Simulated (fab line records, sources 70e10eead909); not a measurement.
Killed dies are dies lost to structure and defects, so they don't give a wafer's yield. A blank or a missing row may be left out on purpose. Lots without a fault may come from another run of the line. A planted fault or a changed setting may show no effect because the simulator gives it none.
Which tool did it? | flow nand_harc | 12 lots, 36 wafers sampled, at 3 steps of a route of 1302

WHAT THE GAUGES READ, wafer by wafer
NHARC_A_CHANNEL_HOLE_D1_CD_MEAS_10: target cd 100 nm.
lot  | measured     | on        | cd_nm (nm)
L597 | day 9 01:13  | cd_sem-01 | 99.2 98.7 99.5
L598 | day 9 12:46  | cd_sem-03 | 100.1 100.3 99.9
L601 | day 10 07:23 | cd_sem-01 | 99.9 100.2 100.4
L604 | day 11 19:22 | cd_sem-02 | 100.6 99.9 100.0
L606 | day 12 16:41 | cd_sem-01 | 99.8 99.2 100.0
L607 | day 12 21:35 | cd_sem-02 | 100.0 100.4 100.4
L608 | day 13 08:10 | cd_sem-02 | 102.3 101.7 102.3
L609 | day 13 20:21 | cd_sem-02 | 101.8 101.3 101.0
L616 | day 16 15:37 | cd_sem-03 | 99.4 99.7 99.1
L617 | day 17 07:53 | cd_sem-02 | 99.7 100.0 99.3
L618 | day 17 15:36 | cd_sem-03 | 100.1 99.5 99.1
L619 | day 18 01:40 | cd_sem-01 | 99.9 99.4 99.9

NHARC_A_CHANNEL_HOLE_D1_CD_MEAS_18.
lot  | measured     | on        | cd_nm (nm)
L597 | day 9 02:31  | cd_sem-01 | 100.2 95.1 98.1
L598 | day 9 14:04  | cd_sem-03 | 102.5 97.6 99.4
L601 | day 10 08:41 | cd_sem-01 | 95.2 96.6 96.7
L604 | day 11 20:39 | cd_sem-02 | 97.7 97.4 96.4
L606 | day 12 17:59 | cd_sem-02 | 96.8 96.6 94.9
L607 | day 12 23:16 | cd_sem-02 | 101.2 98.1 105.1
L608 | day 13 09:27 | cd_sem-02 | 99.7 101.2 101.9
L609 | day 13 21:48 | cd_sem-01 | 102.4 104.9 101.6
L616 | day 16 16:54 | cd_sem-03 | 98.2 95.7 100.4
L617 | day 17 09:16 | cd_sem-03 | 98.2 99.4 96.8
L618 | day 17 16:55 | cd_sem-03 | 101.3 99.4 96.3
L619 | day 18 02:58 | cd_sem-02 | 98.7 99.9 100.4

WHICH TOOL RAN EACH LOT (tool, then ch and the chambers of the sampled wafers, then the start)
lot  | NHARC_A_CHANNEL_HOLE_D1_PEB_08
L597 | litho_track-06 ch 0, day 9 01:08
L598 | litho_track-01 ch 0, day 9 12:41
L601 | litho_track-04 ch 0, day 10 07:19
L604 | litho_track-04 ch 0, day 11 19:17
L606 | litho_track-01 ch 0, day 12 16:37
L607 | litho_track-04 ch 0, day 12 21:31
L608 | litho_track-01 ch 0, day 13 08:05
L609 | litho_track-01 ch 0, day 13 20:16
L616 | litho_track-01 ch 0, day 16 15:32
L617 | litho_track-01 ch 0, day 17 07:49
L618 | litho_track-06 ch 0, day 17 15:31
L619 | litho_track-01 ch 0, day 18 01:35
- NHARC_A_CHANNEL_HOLE_D1_PEB_08: peb time 65 s.

WHAT THE TOOLS THEMSELVES READ (means of the sampled wafers that have a number; where no wafer has one, the mark that the record gives instead)
NHARC_A_CHANNEL_HOLE_D1_PEB_08.
lot  | tool           | heater_power_total_W (W) | plate_temp_C (C)
L597 | litho_track-06 | 156.9                    | 99.91
L598 | litho_track-01 | 156.2                    | 99.85
L601 | litho_track-04 | 156.5                    | 99.91
L604 | litho_track-04 | 156.4                    | 99.90
L606 | litho_track-01 | 156.4                    | 99.98
L607 | litho_track-04 | 156.5                    | 99.98
L608 | litho_track-01 | 157.6                    | 100.68
L609 | litho_track-01 | 158.0                    | 100.67
L616 | litho_track-01 | 156.5                    | 100.00
L617 | litho_track-01 | 156.8                    | 99.86
L618 | litho_track-06 | 156.8                    | 99.95
L619 | litho_track-01 | 156.7                    | 100.03

THE ANSWER, worked out from the rows above alone
Rule: what is usual is taken from the lots themselves. Put in order of their means at a reading, lots are off if they are a third of the lots or fewer, leave a main group of 4 or more, and stand apart from it by a gap of 3 or more times the standard deviation of the main group's means; of several such gaps the widest counts. A main group whose means are all the same, to the digits that the tables above print for the reading, isn't used. A lot without any number at a reading at which 4 lots or more have one is off too. The other lots that the step has rows for count as sound. The gauges are gone through in route order, then the tools' own readings, and for those a lot's mean is taken as printed above. The first step at which some lot is off is used, and at that step the reading that is off furthest; a lot without a number counts as furthest.
Off: L608, L609, at NHARC_A_CHANNEL_HOLE_D1_CD_MEAS_10 (cd_nm). The main group: mean 99.8 nm, standard deviation 0.36.
A tool fits if, at a process step before that reading, it ran every lot that is off, and no sound lot after the first of them. The gauges at NHARC_A_CHANNEL_HOLE_D1_CD_MEAS_10 aren't tried: what is off there is off at NHARC_A_CHANNEL_HOLE_D1_PEB_08 too, on other tools, and a gauge's error can't cause that. None of those tried fits.

WHAT THE SIMULATOR HAD PUT IN
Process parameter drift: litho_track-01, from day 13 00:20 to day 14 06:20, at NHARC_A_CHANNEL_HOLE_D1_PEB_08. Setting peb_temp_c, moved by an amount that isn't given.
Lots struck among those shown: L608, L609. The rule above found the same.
